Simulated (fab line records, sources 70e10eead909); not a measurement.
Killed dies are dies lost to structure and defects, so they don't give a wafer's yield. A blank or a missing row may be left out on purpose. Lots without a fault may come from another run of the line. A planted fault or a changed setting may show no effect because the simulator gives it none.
One fault seen from 3 desks | flow nand_harc | each desk has only its own numbers; what lay behind them comes last

THE METROLOGY DESK
What the gauges read, lot by lot, whatever tool the lot ran on: means of the sampled wafers that have a number. A lot is out of limits, marked OUT, if its mean lies more than 4 standard deviations from the usual mean; the brackets give that distance.
Columns: A = cd_nm at NHARC_A_SGD_CUT_CD_MEAS_09, usual 99.8 nm
lot  | first seen here | A
L239 | day 19 09:05    | 99.8
L240 | day 19 23:13    | 99.8
L242 | day 20 03:26    | 100.0
L241 | day 20 04:14    | 99.7
L243 | day 20 16:37    | 100.3
L250 | day 23 10:59    | 102.5 (+4.3) OUT
L252 | day 23 19:25    | 102.7 (+4.5) OUT
L253 | day 24 17:14    | 100.6
L257 | day 26 18:20    | 100.1
L258 | day 27 04:37    | 99.8
L259 | day 28 20:31    | 98.9
L262 | day 29 00:46    | 100.0
This desk's finding: out of limits on L250, L252; first on L250, day 23 10:59 (cd_nm at NHARC_A_SGD_CUT_CD_MEAS_09). In limits: L239, L240, L242, L241, L243, L253, L257, L258, L259, L262.

THE DEFECT DESK
What the inspections along the route counted, lot by lot: means of the sampled wafers that have a number. A lot is out of limits, marked OUT, if its mean lies more than 4 standard deviations from the usual mean; the brackets give that distance.
Columns: A = raw_defect_count at NHARC_A_STAIRCASE_INSPECT_155, usual 442; B = raw_defect_count at NHARC_A_SGD_CUT_INSPECT_11, usual 62
lot  | first seen here | A   | B
L239 | day 19 08:18    | 422 | 77
L240 | day 19 22:33    | 577 | 105
L242 | day 20 02:38    | 488 | 64
L241 | day 20 03:26    | 367 | 102
L243 | day 20 15:50    | 453 | 56
L250 | day 23 10:12    | 442 | 89
L252 | day 23 18:38    | 427 | 80
L253 | day 24 16:27    | 416 | 20
L257 | day 26 17:32    | 442 | 61
L258 | day 27 03:44    | 618 | 89
L259 | day 28 19:44    | 449 | 65
L262 | day 29 00:06    | 296 | 81
This desk's finding: nothing out of limits on any of the 12 lots.

THE TOOL OWNER'S DESK: arfi_scanner-03
The tool's own readings at NHARC_A_SGD_CUT_EXPOSE_06 (exposes mask SGD): means of the sampled wafers that have a number, for each lot that ran on this tool. A lot is out of limits, marked OUT, if its mean lies more than 4 standard deviations from the usual mean; the brackets give that distance.
Columns: A = exposure_dose_mJ_cm2 at NHARC_A_SGD_CUT_EXPOSE_06, usual 85.46
lot  | first seen here | A
L241 | day 20 04:05    | 85.41
L250 | day 23 10:51    | 89.20 (+42) OUT
L252 | day 23 19:17    | 88.31 (+32) OUT
L253 | day 24 17:07    | 87.69 (+25) OUT
This desk's finding: out of limits on L250, L252, L253; first on L250, day 23 10:51 (exposure_dose_mJ_cm2 at NHARC_A_SGD_CUT_EXPOSE_06). In limits: L241.

PUT TOGETHER
The tool owner's desk could have raised an alarm at day 23 10:51, on L250, L252, L253.
The metrology desk could have raised an alarm at day 23 10:59, on L250, L252.
The defect desk saw nothing out of limits.
The metrology desk has L253 on record, within its limits.
The defect desk has L250, L252, L253 on record, within its limits.
Of the lots named, all ran NHARC_A_SGD_CUT_EXPOSE_06 on arfi_scanner-03.

WHAT THE SIMULATOR HAD PUT IN
Process parameter drift: arfi_scanner-03, from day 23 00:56 on, at NHARC_A_SGD_CUT_EXPOSE_06. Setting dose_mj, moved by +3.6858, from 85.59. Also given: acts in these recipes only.
Lots struck among those shown: L250, L252, L253.
Hours from the fault's start to each desk's first reading out of limits: the tool owner's desk, 10; the metrology desk, 10.
